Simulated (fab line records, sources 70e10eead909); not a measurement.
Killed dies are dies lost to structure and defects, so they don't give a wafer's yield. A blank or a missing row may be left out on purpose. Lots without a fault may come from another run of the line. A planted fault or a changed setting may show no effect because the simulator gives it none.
Chamber matching | flow nand_harc | NHARC_A_CONTACT_DEP_24 on pecvd-04: 3 sister chambers
The step deposits SiO2, target thk 500 nm. 6 wafers are shown with their chamber, then 7 later ones without.

WAFERS WITH THEIR CHAMBER
wafer  | chamber | throttle_valve_pct (%) | heater_power_w (W)
L315.4 | 0       | 15.3                   | 358
L317.6 | 0       | 15.3                   | 476
L331.4 | 2       | 16.4                   | 544
L331.5 | 1       | 16.2                   | 505
L326.1 | 2       | 16.7                   | 543
L326.2 | 1       | 16.3                   | 535

WAFERS WITHOUT THEIR CHAMBER
wafer  | throttle_valve_pct (%) | heater_power_w (W)
L326.6 | 16.5                   | 414
L322.1 | 16.7                   | 535
L322.3 | 15.7                   | 375
L322.5 | 16.1                   | 407
L333.1 | 16.8                   | 472
L333.2 | 16.4                   | 432
L333.6 | 15.1                   | 484

WHICH CHAMBER EACH WENT THROUGH
wafer  | from the rows above     | in truth
L326.6 | can't be placed: 2 or 1 | 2
L322.1 | 2                       | 2
L322.3 | can't be placed: 0 or 1 | 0
L322.5 | can't be placed: 1 or 2 | 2
L333.1 | can't be placed: 2 or 1 | 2
L333.2 | can't be placed: 1 or 2 | 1
L333.6 | 0                       | 0
Placed correctly: 2 of 7. Can't be placed from these rows: 5 (the true chamber is among the candidates in 5). Placed wrongly: 0.
How it was worked out, from the rows above alone: a wafer's distance from a chamber is the root of the sum, over the readings, of the square of ((its reading less the chamber's mean) divided by the reading's scatter). The wafer belongs to the nearest chamber; if the next one is less than 2 further off, it can't be placed. A chamber's mean is the mean of its shown wafers. The scatter: the root of (the sum of the squares of (reading less its chamber's mean) over the shown wafers, divided by (wafers less chambers)).
